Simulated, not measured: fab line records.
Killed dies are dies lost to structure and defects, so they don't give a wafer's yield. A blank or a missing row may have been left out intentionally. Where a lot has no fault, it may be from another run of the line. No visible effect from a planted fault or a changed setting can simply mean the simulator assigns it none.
Chamber matching :: flow n5_finfet :: N5_BEOL_M8_STRIP_19 on rie_diel-03: 4 sister chambers
The step strips in O2. 7 wafers are shown with their chamber, then 8 later ones without.

== EACH WAFER AND ITS CHAMBER ==
wafer: L084.1
chamber: 1
showerhead_plenum_p_Torr (Torr): 2.13
throttle_valve_pct (%): 16.84

wafer: L084.3
chamber: 3
showerhead_plenum_p_Torr (Torr): 2.18
throttle_valve_pct (%): 16.93

wafer: L084.6
chamber: 3
showerhead_plenum_p_Torr (Torr): 2.18
throttle_valve_pct (%): 16.92

wafer: L088.2
chamber: 0
showerhead_plenum_p_Torr (Torr): 2.06
throttle_valve_pct (%): 16.25

wafer: L088.4
chamber: 2
showerhead_plenum_p_Torr (Torr): 1.91
throttle_valve_pct (%): 17.01

wafer: L088.5
chamber: 2
showerhead_plenum_p_Torr (Torr): 1.91
throttle_valve_pct (%): 17.03

wafer: L095.2
chamber: 1
showerhead_plenum_p_Torr (Torr): 2.12
throttle_valve_pct (%): 16.90

== WAFERS WITH NO CHAMBER GIVEN ==
wafer: L095.3
showerhead_plenum_p_Torr (Torr): 2.17
throttle_valve_pct (%): 16.96

wafer: L095.5
showerhead_plenum_p_Torr (Torr): 2.06
throttle_valve_pct (%): 16.28

wafer: L094.1
showerhead_plenum_p_Torr (Torr): 2.06
throttle_valve_pct (%): 16.27

wafer: L094.2
showerhead_plenum_p_Torr (Torr): 2.17
throttle_valve_pct (%): 16.94

wafer: L094.6
showerhead_plenum_p_Torr (Torr): 1.90
throttle_valve_pct (%): 17.05

wafer: L093.3
showerhead_plenum_p_Torr (Torr): 1.91
throttle_valve_pct (%): 17.02

wafer: L093.5
showerhead_plenum_p_Torr (Torr): 2.12
throttle_valve_pct (%): 16.91

wafer: L093.6
showerhead_plenum_p_Torr (Torr): 1.90
throttle_valve_pct (%): 17.03

== WHICH CHAMBER EACH WENT THROUGH ==
wafer: L095.3
from the rows above: 3
in truth: 3

wafer: L095.5
from the rows above: 0
in truth: 0

wafer: L094.1
from the rows above: 0
in truth: 0

wafer: L094.2
from the rows above: 3
in truth: 3

wafer: L094.6
from the rows above: 2
in truth: 2

wafer: L093.3
from the rows above: 2
in truth: 2

wafer: L093.5
from the rows above: 1
in truth: 1

wafer: L093.6
from the rows above: 2
in truth: 2
Correctly placed: 8 of 8. Can't be placed from these rows: 0. Wrongly placed: 0.
How it was worked out, from the rows above alone: a wafer's distance from a chamber is the root of the sum, over the readings, of the square of ((its reading less the chamber's mean) divided by the reading's scatter). If the next closest chamber is less than 2 further off than the closest, the wafer can't be placed; otherwise it belongs to the closest. Each chamber's mean is taken over the wafers shown for it. The scatter: take each reading less its chamber's mean, square it, sum over the shown wafers, divide by the number of wafers less the number of chambers, and take the root.
